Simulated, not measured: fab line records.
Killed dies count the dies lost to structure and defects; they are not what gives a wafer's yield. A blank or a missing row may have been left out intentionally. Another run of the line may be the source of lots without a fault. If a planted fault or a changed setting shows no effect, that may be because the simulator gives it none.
fab line records	flow n5-finfet
[record] lots = 24	wafers = 72	last-day = 17
route steps=1938 shown BEOL_M2@924 BEOL_M3@946
lots that met no fault: taken from a fault-free run of the same line
start-h: start of the lot's first displayed wafer, in hours after the record's first day	wait-h: how many hours have passed since the lot's step before this one	" as in the row above	L1.1+2: several wafers, shown together as one row	- value missing, or start not given	* or withheld: withheld	< > ~ a bound
route shown NAME@n: names a module that has steps shown in the file, with the first one's number in the route	usual: mean and standard deviation over wafers with no fault	same: alike in all rows	chamber/n: place in a boat	sites: per-site readings	_std_site: the values' standard deviation	_edge_site: mean of outer sites minus mean of inner sites	radius-mm: how far each site lies from the wafer's centre	mask NAME#n: copy n	behind: the most recent tool/chamber to have shaped the wafer	hold: what put the lot on hold/how long, in hours/how the hold closed	device: which transistor (n, p or np) failed to switch	end of line: at the end of the route, the tests of the same wafers	a step given without rows: its recipe and nothing more	killed: the dies lost at the first sort to structure and to defects; this is not the yield of the wafer	map: a wafer's dies, marking killed ones x, the rest . and places with no die _
set.NAME: setting as actually run; set.NAME@STEP: the setting as run at that earlier step	model.NAME: the simulator's own value behind a step, which no gauge read
route steps across a sampled set of lots; one table per step, one row per wafer
services: when a tool's chamber went out of use (start-h, in hours from the record's first day, below 0 if earlier), for how many hours, and the reason
[[steps]]
[step N5_BEOL_M2_THK_MEAS_53]
[recipe] thk-meas-gauge = xrf	reads = Cu_of_BEOL_M2_ECD_50
[usual] M2_THK = 39.7/1.3
lot.wafer	tool	chamber	start-h	wait-h	M2_THK[nm]
L074.2	film-metro-02	-	141.80	-	38.1
L074.5	"	-	"	"	37.2
L074.6	"	-	"	"	38.4
L075.3	film-metro-02	-	151.49	-	39.7
L075.4	"	-	"	"	39.0
L075.5	"	-	"	"	38.5
L077.1	film-metro-02	-	151.73	-	39.7
L077.3	"	-	"	"	37.9
L077.5	"	-	"	"	37.9
L076.2	film-metro-02	-	154.94	-	40.3
L076.4	"	-	"	"	39.3
L076.6	"	-	"	"	38.9
L079.1	film-metro-01	-	170.15	-	38.0
L079.4	"	-	"	"	39.3
L079.6	"	-	"	"	38.5
L080.1	film-metro-02	-	175.08	-	37.5
L080.3	"	-	"	"	39.4
L080.6	"	-	"	"	39.0
L078.1	film-metro-02	-	178.05	-	39.7
L078.3	"	-	"	"	38.8
L078.6	"	-	"	"	38.4
L081.1	film-metro-01	-	179.89	-	39.4
L081.4	"	-	"	"	39.4
L081.6	"	-	"	"	39.0
L082.1	film-metro-02	-	182.89	-	40.3
L082.4	"	-	"	"	40.3
L082.6	"	-	"	"	38.9
L083.1	film-metro-01	-	196.28	-	39.4
L083.2	"	-	"	"	38.7
L083.4	"	-	"	"	39.5
L084.3	film-metro-02	-	196.55	-	38.8
L084.5	"	-	"	"	38.2
L084.6	"	-	"	"	39.1
L085.2	film-metro-01	-	207.01	-	41.4
L085.4	"	-	"	"	40.5
L085.6	"	-	"	"	39.6
L086.1	film-metro-02	-	209.10	-	39.1
L086.2	"	-	"	"	38.9
L086.4	"	-	"	"	38.7
L087.2	film-metro-01	-	230.01	-	40.3
L087.5	"	-	"	"	41.5
L087.6	"	-	"	"	39.9
L088.2	film-metro-02	-	234.27	-	39.0
L088.3	"	-	"	"	38.5
L088.5	"	-	"	"	40.9
L090.1	film-metro-01	-	237.37	-	41.3
L090.3	"	-	"	"	39.6
L090.6	"	-	"	"	41.0
L089.2	film-metro-02	-	240.55	-	39.8
L089.3	"	-	"	"	39.6
L089.6	"	-	"	"	40.7
L091.4	film-metro-01	-	243.24	-	39.5
L091.5	"	-	"	"	39.4
L091.6	"	-	"	"	38.9
L092.1	film-metro-02	-	251.23	-	39.0
L092.4	"	-	"	"	40.3
L092.6	"	-	"	"	39.2
L093.1	film-metro-02	-	259.65	-	39.4
L093.4	"	-	"	"	37.8
L093.5	"	-	"	"	39.5
L094.2	film-metro-01	-	262.40	-	40.7
L094.3	"	-	"	"	39.9
L094.4	"	-	"	"	41.6
L095.1	film-metro-02	-	272.43	-	41.0
L095.3	"	-	"	"	39.8
L095.4	"	-	"	"	40.2
L096.2	film-metro-02	-	278.04	-	42.0
L096.3	"	-	"	"	38.9
L096.6	"	-	"	"	41.1
L097.1	film-metro-01	-	283.13	-	41.8
L097.4	"	-	"	"	41.4
L097.5	"	-	"	"	42.0
[step N5_BEOL_M3_INSPECT_13]
[recipe] mode = adi	inspect-instrument = brightfield
[usual] raw-defect-count = 406/100
lot.wafer	tool	chamber	start-h	wait-h	raw-defect-count
L074.2	defect-inspect-01	-	144.07	0.0	280
L074.5	"	-	"	"	386
L074.6	"	-	"	"	180
L075.3	defect-inspect-01	-	154.07	0.0	495
L075.4	"	-	"	"	491
L075.5	"	-	"	"	488
L077.1	defect-inspect-01	-	154.17	0.1	370
L077.3	"	-	"	"	310
L077.5	"	-	"	"	463
L076.2	defect-inspect-01	-	158.14	0.0	670
L076.4	"	-	"	"	356
L076.6	"	-	"	"	476
L079.1	defect-inspect-01	-	174.64	0.1	302
L079.4	"	-	"	"	411
L079.6	"	-	"	"	365
L080.1	defect-inspect-02	-	178.11	0.1	577
L080.3	"	-	"	"	628
L080.6	"	-	"	"	549
L078.1	defect-inspect-02	-	179.91	0.1	329
L078.3	"	-	"	"	326
L078.6	"	-	"	"	416
L081.1	defect-inspect-02	-	184.93	0.1	395
L081.4	"	-	"	"	399
L081.6	"	-	"	"	359
L082.1	defect-inspect-01	-	185.41	0.1	436
L082.4	"	-	"	"	476
L082.6	"	-	"	"	347
L083.1	defect-inspect-02	-	197.28	0.1	418
L083.2	"	-	"	"	354
L083.4	"	-	"	"	371
L084.3	defect-inspect-01	-	198.03	0.0	435
L084.5	"	-	"	"	409
L084.6	"	-	"	"	362
L085.2	defect-inspect-01	-	211.25	0.0	462
L085.4	"	-	"	"	645
L085.6	"	-	"	"	511
L086.1	defect-inspect-01	-	211.62	0.1	313
L086.2	"	-	"	"	393
L086.4	"	-	"	"	389
L087.2	defect-inspect-01	-	231.73	0.0	304
L087.5	"	-	"	"	293
L087.6	"	-	"	"	332
L088.2	defect-inspect-01	-	237.08	0.0	468
L088.3	"	-	"	"	440
L088.5	"	-	"	"	456
L090.1	defect-inspect-01	-	238.81	0.1	330
L090.3	"	-	"	"	294
L090.6	"	-	"	"	395
L089.2	defect-inspect-01	-	243.07	0.0	444
L089.3	"	-	"	"	715
L089.6	"	-	"	"	640
L091.4	defect-inspect-01	-	247.07	0.0	358
L091.5	"	-	"	"	409
L091.6	"	-	"	"	375
L092.1	defect-inspect-02	-	252.56	0.1	426
L092.4	"	-	"	"	283
L092.6	"	-	"	"	354
L093.1	defect-inspect-02	-	262.89	0.1	353
L093.4	"	-	"	"	400
L093.5	"	-	"	"	366
L094.2	defect-inspect-01	-	264.23	0.0	393
L094.3	"	-	"	"	382
L094.4	"	-	"	"	318
L095.1	defect-inspect-01	-	274.69	0.1	393
L095.3	"	-	"	"	372
L095.4	"	-	"	"	357
L096.2	defect-inspect-02	-	281.56	0.0	370
L096.3	"	-	"	"	436
L096.6	"	-	"	"	385
L097.1	defect-inspect-01	-	285.12	0.1	313
L097.4	"	-	"	"	344
L097.5	"	-	"	"	307
[step N5_BEOL_M3_ETCH_74]
[recipe] chemistry = N2/H2	target = underlayer	target-depth-a = 65	mask-material = CAR-EUV	time-s = 5.2	ion-energy-ev = 200	pressure-mtorr = 30	source-w = 840	bias-w = 150	n2-flow-sccm = 200	h2-flow-sccm = 200	ends = cleared
[usual] drypump-motor-current-A = 5.6/0.57	etch-rf-on-time-s = 5.17/0.088	oes-product-au = 0.67/0.076	rf-fwd-power-W = 819.0/2.5	rf-vpp-V = 524/3.4	showerhead-plenum-p-Torr = 2.56/0.11	throttle-valve-pct = 17.80/0.21
lot.wafer	tool	chamber	start-h	wait-h	drypump-motor-current-A	etch-rf-on-time-s	oes-product-au	rf-fwd-power-W	rf-hours-counter-h	rf-vpp-V	showerhead-plenum-p-Torr	throttle-valve-pct
L074.2	rie-diel-01	2	144.13	0.0	6.4	5.14	0.65	819.4	171	527	2.64	18.26
L074.5	"	0	"	"	6.0	5.21	0.59	817.3	-	526	2.62	18.08
L074.6	"	3	"	"	4.9	5.24	0.58	819.5	-	524	2.62	17.84
L075.3	rie-diel-01	3	154.30	0.0	4.9	5.36	0.58	821.0	243	527	2.61	17.83
L075.4	"	1	"	"	5.8	5.10	0.80	817.8	22	528	2.71	17.51
L075.5	"	1	"	"	5.8	5.11	0.79	817.1	-	529	2.71	17.53
L077.1	rie-diel-03	1	154.41	0.0	5.4	5.19	0.63	819.0	167	528	2.64	17.71
L077.3	"	3	"	"	5.2	5.13	0.67	814.5	116	520	2.36	17.67
L077.5	"	1	"	"	5.4	5.16	0.64	816.9	-	529	2.64	17.69
L076.2	rie-diel-03	1	158.23	0.0	5.5	5.19	0.64	819.0	168	525	2.64	17.71
L076.4	"	2	"	"	5.1	5.26	0.64	817.3	144	528	2.65	17.69
L076.6	"	3	"	"	5.2	5.21	0.66	820.6	-	518	2.36	17.68
L079.1	rie-diel-01	2	174.71	0.0	6.4	5.20	0.64	815.4	181	525	2.64	18.27
L079.4	"	1	"	"	5.8	5.13	0.78	816.8	-	528	2.70	17.52
L079.6	"	2	"	"	6.4	5.18	0.63	818.0	-	528	2.64	18.32
L080.1	rie-diel-03	2	178.18	0.0	5.2	5.21	0.64	819.9	150	527	2.65	17.70
L080.3	"	3	"	"	5.2	5.19	0.66	820.8	123	517	2.35	17.68
L080.6	"	3	"	"	5.2	5.23	0.66	820.7	-	519	2.35	17.69
L078.1	rie-diel-05	1	179.98	0.0	6.0	5.30	0.57	819.1	250	523	2.51	18.36
L078.3	"	2	"	"	6.2	5.28	0.61	821.3	173	519	2.43	17.94
L078.6	"	3	"	"	6.8	5.20	0.66	823.4	-	522	2.45	17.86
L081.1	rie-diel-03	1	185.04	0.0	5.4	5.15	0.64	821.4	175	527	2.64	17.75
L081.4	"	2	"	"	5.1	5.22	0.64	821.8	152	527	2.65	17.71
L081.6	"	0	"	"	5.3	5.21	0.59	817.5	-	526	2.61	17.86
L082.1	rie-diel-03	3	185.48	0.0	5.2	5.16	0.66	818.5	125	517	2.35	17.72
L082.4	"	0	"	"	5.4	5.23	0.60	821.1	229	526	2.61	17.88
L082.6	"	2	"	"	5.2	5.25	0.64	819.0	-	527	2.65	17.69
L083.1	rie-diel-01	2	197.35	0.0	6.4	5.21	0.63	814.2	190	525	2.64	18.31
L083.2	"	0	"	"	6.0	5.22	0.58	816.4	255	528	2.61	18.09
L083.4	"	0	"	"	6.0	5.26	0.57	816.0	-	526	2.61	18.09
L084.3	rie-diel-03	0	198.09	0.0	5.4	5.18	0.60	818.2	232	527	2.61	17.88
L084.5	"	0	"	"	5.4	5.17	0.60	822.1	-	525	2.61	17.89
L084.6	"	3	"	"	5.2	5.15	0.64	816.3	-	517	2.35	17.68
L085.2	rie-diel-03	3	211.93	0.0	5.2	5.21	0.66	819.7	133	517	2.35	17.70
L085.4	"	1	"	"	5.5	5.20	0.62	818.6	183	526	2.63	17.75
L085.6	"	2	"	"	5.2	5.28	0.63	821.5	-	524	2.64	17.72
L086.1	rie-diel-03	3	212.20	0.0	5.2	5.22	0.65	820.3	133	518	2.35	17.69
L086.2	"	2	"	"	5.1	5.15	0.64	817.7	160	526	2.64	17.74
L086.4	"	1	"	"	5.5	5.14	0.63	823.3	183	528	2.63	17.76
L087.2	rie-diel-05	0	231.80	0.0	4.7	5.13	0.74	819.2	55	522	2.47	17.61
L087.5	"	1	"	"	6.0	5.21	0.80	818.8	-	522	2.51	17.96
L087.6	"	0	"	"	4.7	5.14	0.72	821.7	-	522	2.47	17.61
L088.2	rie-diel-01	3	237.15	0.0	4.9	4.96	0.81	821.4	13	525	2.61	17.47
L088.3	"	0	"	"	6.0	5.03	0.86	817.1	4	527	2.61	17.70
L088.5	"	0	"	"	6.0	4.98	0.86	816.2	-	524	2.61	17.70
L090.1	rie-diel-05	3	239.08	0.0	6.8	5.12	0.65	818.9	165	521	2.44	17.89
L090.3	"	1	"	"	6.0	5.15	0.80	819.5	11	522	2.51	17.99
L090.6	"	2	"	"	6.2	5.31	0.58	813.5	-	521	2.42	17.93
L089.2	rie-diel-03	0	243.13	0.0	5.3	5.25	0.59	823.0	246	526	2.60	17.90
L089.3	"	1	"	"	5.5	5.20	0.62	821.8	193	527	2.63	17.77
L089.6	"	2	"	"	5.2	5.30	0.62	816.8	-	527	2.64	17.74
L091.4	rie-diel-05	2	247.16	0.0	6.2	5.36	0.59	815.3	196	522	2.42	17.95
L091.5	"	2	"	"	6.2	5.33	0.59	816.9	-	521	2.42	17.96
L091.6	"	3	"	"	6.8	5.16	0.64	818.3	-	520	2.44	17.93
L092.1	rie-diel-01	3	252.63	0.0	4.9	4.98	0.78	819.5	18	526	2.60	17.48
L092.4	"	0	"	"	6.0	5.05	0.84	817.3	-	524	2.61	17.69
L092.6	"	1	"	"	5.8	5.05	0.76	819.0	-	529	2.69	17.57
L093.1	rie-diel-05	0	262.96	0.0	4.7	5.08	0.72	821.0	65	524	2.47	17.58
L093.4	"	1	"	"	6.0	5.12	0.78	821.3	18	524	2.50	17.99
L093.5	"	0	"	"	4.7	5.14	0.71	822.8	-	521	2.47	17.58
L094.2	rie-diel-03	3	264.32	0.0	5.2	5.23	0.63	819.4	150	520	2.34	17.74
L094.3	"	1	"	"	5.5	5.16	0.61	815.6	201	524	2.62	17.76
L094.4	"	2	"	"	5.2	5.26	0.63	824.1	-	528	2.64	17.72
L095.1	rie-diel-01	0	274.76	0.0	6.0	5.02	0.82	821.2	17	523	2.61	17.74
L095.3	"	3	"	"	4.9	5.02	0.78	821.4	26	525	2.60	17.48
L095.4	"	2	"	"	6.4	5.11	0.63	817.8	210	525	2.63	18.34
L096.2	rie-diel-05	0	281.63	0.0	4.7	5.12	0.71	819.9	70	521	2.47	17.63
L096.3	"	2	"	"	6.2	5.31	0.59	822.5	206	522	2.41	17.98
L096.6	"	3	"	"	6.7	5.17	0.65	819.6	-	518	2.43	17.93
L097.1	rie-diel-01	3	285.40	0.0	4.9	5.06	0.76	818.5	30	527	2.60	17.48
L097.4	"	3	"	"	4.9	5.02	0.76	819.8	-	524	2.60	17.51
L097.5	"	0	"	"	6.0	5.08	0.81	820.1	-	528	2.60	17.71
[step N5_BEOL_M3_CD_MEAS_35]
[recipe] target-cd-nm = 18	target-cd-y-nm = 21	polarity = opening
[usual] cd-nm = 17.89/0.28
lot.wafer	tool	chamber	start-h	wait-h	cd-nm
L074.2	cd-sem-01	-	154.56	0.0	17.91
L074.5	"	-	"	"	17.79
L074.6	"	-	"	"	17.76
L077.1	cd-sem-01	-	157.76	0.0	17.56
L077.3	"	-	"	"	18.25
L077.5	"	-	"	"	17.96
L075.3	cd-sem-02	-	158.25	0.0	18.15
L075.4	"	-	"	"	18.40
L075.5	"	-	"	"	17.88
L076.2	cd-sem-01	-	162.11	0.0	17.70
L076.4	"	-	"	"	17.49
L076.6	"	-	"	"	17.87
L079.1	cd-sem-03	-	184.74	0.0	18.30
L079.4	"	-	"	"	18.04
L079.6	"	-	"	"	17.95
L080.1	cd-sem-01	-	188.14	0.0	17.69
L080.3	"	-	"	"	17.56
L080.6	"	-	"	"	17.62
L078.1	cd-sem-01	-	189.01	0.0	17.74
L078.3	"	-	"	"	18.27
L078.6	"	-	"	"	17.91
L081.1	cd-sem-01	-	189.17	0.0	18.47
L081.4	"	-	"	"	18.59
L081.6	"	-	"	"	17.58
L082.1	cd-sem-02	-	190.43	0.0	17.86
L082.4	"	-	"	"	17.60
L082.6	"	-	"	"	17.66
L083.1	cd-sem-02	-	199.11	0.0	17.67
L083.2	"	-	"	"	17.95
L083.4	"	-	"	"	18.13
L084.3	cd-sem-01	-	200.55	0.0	17.68
L084.5	"	-	"	"	17.86
L084.6	"	-	"	"	18.11
L085.2	cd-sem-01	-	218.36	0.0	18.31
L085.4	"	-	"	"	17.84
L085.6	"	-	"	"	17.73
L086.1	cd-sem-03	-	221.66	0.0	17.46
L086.2	"	-	"	"	17.91
L086.4	"	-	"	"	17.61
L087.2	cd-sem-01	-	233.63	0.0	17.89
L087.5	"	-	"	"	17.52
L087.6	"	-	"	"	17.90
L088.2	cd-sem-03	-	239.01	0.0	17.91
L088.3	"	-	"	"	17.88
L088.5	"	-	"	"	18.33
L090.1	cd-sem-03	-	242.68	0.0	18.17
L090.3	"	-	"	"	17.58
L090.6	"	-	"	"	18.27
L089.2	cd-sem-02	-	248.04	0.0	18.16
L089.3	"	-	"	"	18.21
L089.6	"	-	"	"	17.60
L091.4	cd-sem-01	-	251.88	0.0	17.77
L091.5	"	-	"	"	17.90
L091.6	"	-	"	"	18.17
L092.1	cd-sem-01	-	254.50	0.0	17.77
L092.4	"	-	"	"	17.84
L092.6	"	-	"	"	17.39
L093.1	cd-sem-03	-	264.94	0.0	17.75
L093.4	"	-	"	"	17.30
L093.5	"	-	"	"	18.55
L094.2	cd-sem-01	-	269.47	0.0	17.70
L094.3	"	-	"	"	17.70
L094.4	"	-	"	"	17.93
L095.1	cd-sem-02	-	277.78	0.0	18.07
L095.3	"	-	"	"	17.62
L095.4	"	-	"	"	17.72
L096.2	cd-sem-01	-	284.37	0.0	17.81
L096.3	"	-	"	"	17.88
L096.6	"	-	"	"	18.13
L097.1	cd-sem-01	-	290.00	0.0	18.34
L097.4	"	-	"	"	18.38
L097.5	"	-	"	"	18.11
[step N5_BEOL_M3_SPUTTER_88]
[recipe] material = Cu	target-thk-a = 45	temp-c = -20	chamber-pressure-pa = 0.07	power-w = withheld	time-s = 8.29
[usual] chuck-gas-flow-sccm = 1.26/0.059	throttle-valve-pct = 29.6/1.2
lot.wafer	tool	chamber	start-h	wait-h	chuck-gas-flow-sccm	throttle-valve-pct
L074.2	pvd-sputter-01	-	156.39	0.1	1.21	30.6
L074.5	"	-	"	"	1.38	31.0
L074.6	"	-	"	"	1.27	29.3
L077.1	pvd-sputter-01	-	159.67	0.1	1.25	31.2
L077.3	"	-	"	"	1.20	29.2
L077.5	"	-	"	"	1.23	28.2
L075.3	pvd-sputter-02	-	161.24	0.1	1.41	29.5
L075.4	"	-	"	"	1.29	29.4
L075.5	"	-	"	"	1.34	29.4
L076.2	pvd-sputter-02	-	164.52	0.1	1.17	29.5
L076.4	"	-	"	"	1.32	29.9
L076.6	"	-	"	"	1.31	29.0
L079.1	pvd-sputter-01	-	186.65	0.1	1.23	30.1
L079.4	"	-	"	"	1.33	29.1
L079.6	"	-	"	"	1.26	31.3
L080.1	pvd-sputter-01	-	189.90	0.1	1.24	29.2
L080.3	"	-	"	"	1.16	31.1
L080.6	"	-	"	"	1.24	28.4
L078.1	pvd-sputter-03	-	191.07	0.1	1.26	29.7
L078.3	"	-	"	"	1.19	31.4
L078.6	"	-	"	"	1.29	31.5
L081.1	pvd-sputter-01	-	191.74	0.1	1.33	31.2
L081.4	"	-	"	"	1.24	29.1
L081.6	"	-	"	"	1.22	29.2
L082.1	pvd-sputter-02	-	192.69	0.1	1.27	29.7
L082.4	"	-	"	"	1.29	29.8
L082.6	"	-	"	"	1.30	29.3
L083.1	pvd-sputter-03	-	200.58	0.1	1.29	31.5
L083.2	"	-	"	"	1.26	32.4
L083.4	"	-	"	"	1.20	28.0
L084.3	pvd-sputter-01	-	202.94	0.1	1.29	29.2
L084.5	"	-	"	"	1.32	30.4
L084.6	"	-	"	"	1.32	28.5
L085.2	pvd-sputter-02	-	220.45	0.1	1.36	29.4
L085.4	"	-	"	"	1.37	27.9
L085.6	"	-	"	"	1.23	29.6
L086.1	pvd-sputter-01	-	224.86	0.1	1.28	28.3
L086.2	"	-	"	"	1.22	30.2
L086.4	"	-	"	"	1.35	31.1
L087.2	pvd-sputter-02	-	235.25	0.1	1.19	29.5
L087.5	"	-	"	"	1.16	29.5
L087.6	"	-	"	"	1.16	29.7
L088.2	pvd-sputter-02	-	241.03	0.1	1.31	28.1
L088.3	"	-	"	"	1.29	29.7
L088.5	"	-	"	"	1.29	29.2
L090.1	pvd-sputter-01	-	244.71	0.1	1.26	29.2
L090.3	"	-	"	"	1.26	31.2
L090.6	"	-	"	"	1.13	28.2
L089.2	pvd-sputter-01	-	251.41	0.1	1.24	28.5
L089.3	"	-	"	"	1.26	30.4
L089.6	"	-	"	"	1.23	31.4
L091.4	pvd-sputter-02	-	253.53	0.1	1.30	29.3
L091.5	"	-	"	"	1.26	29.5
L091.6	"	-	"	"	1.27	27.6
L092.1	pvd-sputter-02	-	256.83	0.1	1.19	29.6
L092.4	"	-	"	"	1.22	29.8
L092.6	"	-	"	"	1.15	29.7
L093.1	pvd-sputter-02	-	267.28	0.1	1.28	29.8
L093.4	"	-	"	"	1.33	29.4
L093.5	"	-	"	"	1.24	29.8
L094.2	pvd-sputter-03	-	273.39	0.1	1.23	31.6
L094.3	"	-	"	"	1.27	32.3
L094.4	"	-	"	"	1.28	29.5
L095.1	pvd-sputter-02	-	279.86	0.1	1.34	27.9
L095.3	"	-	"	"	1.29	29.7
L095.4	"	-	"	"	1.24	29.8
L096.2	pvd-sputter-03	-	286.63	0.1	1.27	32.4
L096.3	"	-	"	"	1.23	30.0
L096.6	"	-	"	"	1.34	32.2
L097.1	pvd-sputter-03	-	292.15	0.1	1.19	31.8
L097.4	"	-	"	"	1.21	29.9
L097.5	"	-	"	"	1.17	27.8
[step N5_BEOL_M3_ANNEAL_93]
[recipe] temp-c = 400	time-s = 240	ambient = vacuum
[usual] heater-power-w = 847/88
lot.wafer	tool	chamber	start-h	wait-h	heater-power-w
L074.2	pvd-sputter-01	-	156.91	0.0	926
L074.5	"	-	"	"	948
L074.6	"	-	"	"	820
L077.1	pvd-sputter-01	-	160.19	0.0	931
L077.3	"	-	"	"	792
L077.5	"	-	"	"	749
L075.3	pvd-sputter-02	-	161.76	0.0	891
L075.4	"	-	"	"	753
L075.5	"	-	"	"	890
L076.2	pvd-sputter-02	-	165.04	0.0	889
L076.4	"	-	"	"	963
L076.6	"	-	"	"	881
L079.1	pvd-sputter-01	-	187.17	0.0	955
L079.4	"	-	"	"	811
L079.6	"	-	"	"	949
L080.1	pvd-sputter-01	-	190.42	0.0	821
L080.3	"	-	"	"	930
L080.6	"	-	"	"	718
L078.1	pvd-sputter-03	-	191.59	0.0	965
L078.3	"	-	"	"	848
L078.6	"	-	"	"	879
L081.1	pvd-sputter-01	-	192.26	0.0	940
L081.4	"	-	"	"	826
L081.6	"	-	"	"	817
L082.1	pvd-sputter-02	-	193.21	0.0	908
L082.4	"	-	"	"	984
L082.6	"	-	"	"	761
L083.1	pvd-sputter-03	-	201.10	0.0	881
L083.2	"	-	"	"	746
L083.4	"	-	"	"	764
L084.3	pvd-sputter-01	-	203.46	0.0	812
L084.5	"	-	"	"	921
L084.6	"	-	"	"	731
L085.2	pvd-sputter-02	-	220.97	0.0	753
L085.4	"	-	"	"	807
L085.6	"	-	"	"	982
L086.1	pvd-sputter-01	-	225.38	0.0	692
L086.2	"	-	"	"	901
L086.4	"	-	"	"	925
L087.2	pvd-sputter-02	-	235.77	0.0	772
L087.5	"	-	"	"	878
L087.6	"	-	"	"	767
L088.2	pvd-sputter-02	-	241.55	0.0	808
L088.3	"	-	"	"	995
L088.5	"	-	"	"	936
L090.1	pvd-sputter-01	-	245.23	0.0	824
L090.3	"	-	"	"	927
L090.6	"	-	"	"	699
L089.2	pvd-sputter-01	-	251.93	0.0	708
L089.3	"	-	"	"	894
L089.6	"	-	"	"	939
L091.4	pvd-sputter-02	-	254.05	0.0	898
L091.5	"	-	"	"	739
L091.6	"	-	"	"	800
L092.1	pvd-sputter-02	-	257.35	0.0	729
L092.4	"	-	"	"	984
L092.6	"	-	"	"	746
L093.1	pvd-sputter-02	-	267.80	0.0	955
L093.4	"	-	"	"	925
L093.5	"	-	"	"	960
L094.2	pvd-sputter-03	-	273.91	0.0	880
L094.3	"	-	"	"	743
L094.4	"	-	"	"	945
L095.1	pvd-sputter-02	-	280.38	0.0	800
L095.3	"	-	"	"	753
L095.4	"	-	"	"	996
L096.2	pvd-sputter-03	-	287.15	0.0	745
L096.3	"	-	"	"	971
L096.6	"	-	"	"	738
L097.1	pvd-sputter-03	-	292.67	0.0	739
L097.4	"	-	"	"	968
L097.5	"	-	"	"	759
[[services]]
tool	chamber	start-h	hours	kind
pvd-sputter-02	-	125.20	3.7	repair
rie-diel-05	-	125.78	2.8	pm
rie-diel-01	3	132.83	3.4	repair
rie-diel-03	-	137.82	2.8	pm
rie-diel-01	0	171.33	5.5	repair
rie-diel-01	3	177.07	-	clean
rie-diel-01	3	177.07	-	consumable-replace:focus-ring
rie-diel-01	3	177.07	20.5	scheduled-down
rie-diel-01	3	177.07	20.5	vent-cycle
rie-diel-05	1	180.70	-	clean
rie-diel-05	1	180.70	-	consumable-replace:focus-ring
rie-diel-01	0	197.61	-	clean
rie-diel-01	0	197.61	-	consumable-replace:focus-ring
rie-diel-01	0	197.61	26.5	scheduled-down
rie-diel-01	0	197.61	26.5	vent-cycle
rie-diel-01	-	202.49	2.8	pm
rie-diel-01	2	247.19	13.3	repair
rie-diel-03	2	251.67	11.3	repair
rie-diel-03	0	263.00	-	clean
rie-diel-03	0	263.00	-	consumable-replace:focus-ring
rie-diel-03	0	263.00	18.7	scheduled-down
rie-diel-03	0	263.00	18.7	vent-cycle
rie-diel-01	2	276.08	10.4	repair
rie-diel-03	1	291.76	7.9	repair
[[key]]
fault none
